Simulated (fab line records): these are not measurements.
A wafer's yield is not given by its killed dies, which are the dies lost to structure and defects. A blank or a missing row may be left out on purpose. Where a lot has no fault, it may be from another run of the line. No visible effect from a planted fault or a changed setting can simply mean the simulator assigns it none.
Matching of chambers / flow n5_finfet / N5_MOL_CONTACT_COAG_STRIP_72 on rie_diel-03 has 4 sister chambers
The step strips in N2/H2. 20 wafers are shown with their chamber, then 10 later ones without.

## EACH WAFER AND ITS CHAMBER
wafer=L074.1; chamber=3; drypump_motor_current_A (A)=6.3; showerhead_plenum_p_Torr (Torr)=2.54; throttle_valve_pct (%)=23.35
wafer=L074.3; chamber=0; drypump_motor_current_A (A)=5.2; showerhead_plenum_p_Torr (Torr)=2.54; throttle_valve_pct (%)=23.20
wafer=L074.5; chamber=2; drypump_motor_current_A (A)=6.5; showerhead_plenum_p_Torr (Torr)=2.62; throttle_valve_pct (%)=23.75
wafer=L075.1; chamber=0; drypump_motor_current_A (A)=5.2; showerhead_plenum_p_Torr (Torr)=2.53; throttle_valve_pct (%)=23.23
wafer=L075.2; chamber=3; drypump_motor_current_A (A)=6.2; showerhead_plenum_p_Torr (Torr)=2.54; throttle_valve_pct (%)=23.36
wafer=L075.3; chamber=2; drypump_motor_current_A (A)=6.5; showerhead_plenum_p_Torr (Torr)=2.61; throttle_valve_pct (%)=23.75
wafer=L075.4; chamber=1; drypump_motor_current_A (A)=4.9; showerhead_plenum_p_Torr (Torr)=2.69; throttle_valve_pct (%)=23.46
wafer=L075.5; chamber=2; drypump_motor_current_A (A)=6.6; showerhead_plenum_p_Torr (Torr)=2.62; throttle_valve_pct (%)=23.75
wafer=L075.6; chamber=1; drypump_motor_current_A (A)=4.8; showerhead_plenum_p_Torr (Torr)=2.70; throttle_valve_pct (%)=23.46
wafer=L076.1; chamber=1; drypump_motor_current_A (A)=4.9; showerhead_plenum_p_Torr (Torr)=2.69; throttle_valve_pct (%)=23.45
wafer=L076.3; chamber=3; drypump_motor_current_A (A)=6.3; showerhead_plenum_p_Torr (Torr)=2.54; throttle_valve_pct (%)=23.35
wafer=L076.4; chamber=2; drypump_motor_current_A (A)=6.5; showerhead_plenum_p_Torr (Torr)=2.61; throttle_valve_pct (%)=23.73
wafer=L077.2; chamber=3; drypump_motor_current_A (A)=6.3; showerhead_plenum_p_Torr (Torr)=2.54; throttle_valve_pct (%)=23.37
wafer=L077.5; chamber=1; drypump_motor_current_A (A)=4.9; showerhead_plenum_p_Torr (Torr)=2.69; throttle_valve_pct (%)=23.52
wafer=L077.6; chamber=2; drypump_motor_current_A (A)=6.5; showerhead_plenum_p_Torr (Torr)=2.61; throttle_valve_pct (%)=23.74
wafer=L086.3; chamber=2; drypump_motor_current_A (A)=6.5; showerhead_plenum_p_Torr (Torr)=2.61; throttle_valve_pct (%)=23.76
wafer=L086.4; chamber=0; drypump_motor_current_A (A)=5.2; showerhead_plenum_p_Torr (Torr)=2.53; throttle_valve_pct (%)=23.25
wafer=L086.5; chamber=2; drypump_motor_current_A (A)=6.6; showerhead_plenum_p_Torr (Torr)=2.61; throttle_valve_pct (%)=23.76
wafer=L087.2; chamber=3; drypump_motor_current_A (A)=6.3; showerhead_plenum_p_Torr (Torr)=2.53; throttle_valve_pct (%)=23.35
wafer=L087.4; chamber=0; drypump_motor_current_A (A)=5.2; showerhead_plenum_p_Torr (Torr)=2.53; throttle_valve_pct (%)=23.25

SIGNATURES (means of the wafers above)
reading=drypump_motor_current_A; chamber 0=5.200; chamber 1=4.875; chamber 2=6.529; chamber 3=6.280; scatter within a chamber=0.0431
reading=showerhead_plenum_p_Torr; chamber 0=2.5325; chamber 1=2.6925; chamber 2=2.6129; chamber 3=2.5380; scatter within a chamber=0.00483
reading=throttle_valve_pct; chamber 0=23.2325; chamber 1=23.4725; chamber 2=23.7486; chamber 3=23.3560; scatter within a chamber=0.019
Rule: for each reading, subtract the chamber's mean from the wafer's reading, divide by that reading's scatter and square the result; add these up over the readings and take the root, which gives the wafer's distance from the chamber. The wafer belongs to the nearest chamber; if the next one is less than 2 further off, it can't be placed. The scatter: the root of (the sum of the squares of (reading less its chamber's mean) over the shown wafers, divided by (wafers less chambers)).

## WAFERS WITHOUT THEIR CHAMBER
wafer=L087.6; drypump_motor_current_A (A)=5.1; showerhead_plenum_p_Torr (Torr)=2.53; throttle_valve_pct (%)=23.26
wafer=L088.3; drypump_motor_current_A (A)=4.9; showerhead_plenum_p_Torr (Torr)=2.69; throttle_valve_pct (%)=23.50
wafer=L088.5; drypump_motor_current_A (A)=4.9; showerhead_plenum_p_Torr (Torr)=2.69; throttle_valve_pct (%)=23.54
wafer=L088.6; drypump_motor_current_A (A)=6.5; showerhead_plenum_p_Torr (Torr)=2.61; throttle_valve_pct (%)=23.81
wafer=L094.2; drypump_motor_current_A (A)=5.2; showerhead_plenum_p_Torr (Torr)=2.52; throttle_valve_pct (%)=23.26
wafer=L094.3; drypump_motor_current_A (A)=6.2; showerhead_plenum_p_Torr (Torr)=2.52; throttle_valve_pct (%)=23.40
wafer=L094.6; drypump_motor_current_A (A)=6.3; showerhead_plenum_p_Torr (Torr)=2.52; throttle_valve_pct (%)=23.40
wafer=L097.2; drypump_motor_current_A (A)=6.3; showerhead_plenum_p_Torr (Torr)=2.52; throttle_valve_pct (%)=23.39
wafer=L097.3; drypump_motor_current_A (A)=5.2; showerhead_plenum_p_Torr (Torr)=2.52; throttle_valve_pct (%)=23.28
wafer=L097.5; drypump_motor_current_A (A)=5.2; showerhead_plenum_p_Torr (Torr)=2.52; throttle_valve_pct (%)=23.27

## WHICH CHAMBER EACH ONE RAN IN
wafer=L087.6; from the rows above=0; in truth=0
wafer=L088.3; from the rows above=1; in truth=1
wafer=L088.5; from the rows above=1; in truth=1
wafer=L088.6; from the rows above=2; in truth=2
wafer=L094.2; from the rows above=0; in truth=0
wafer=L094.3; from the rows above=3; in truth=3
wafer=L094.6; from the rows above=3; in truth=3
wafer=L097.2; from the rows above=3; in truth=3
wafer=L097.3; from the rows above=0; in truth=0
wafer=L097.5; from the rows above=0; in truth=0
10 of 10 placed correctly. Left unplaced by these rows: 0. Wrongly placed: 0.
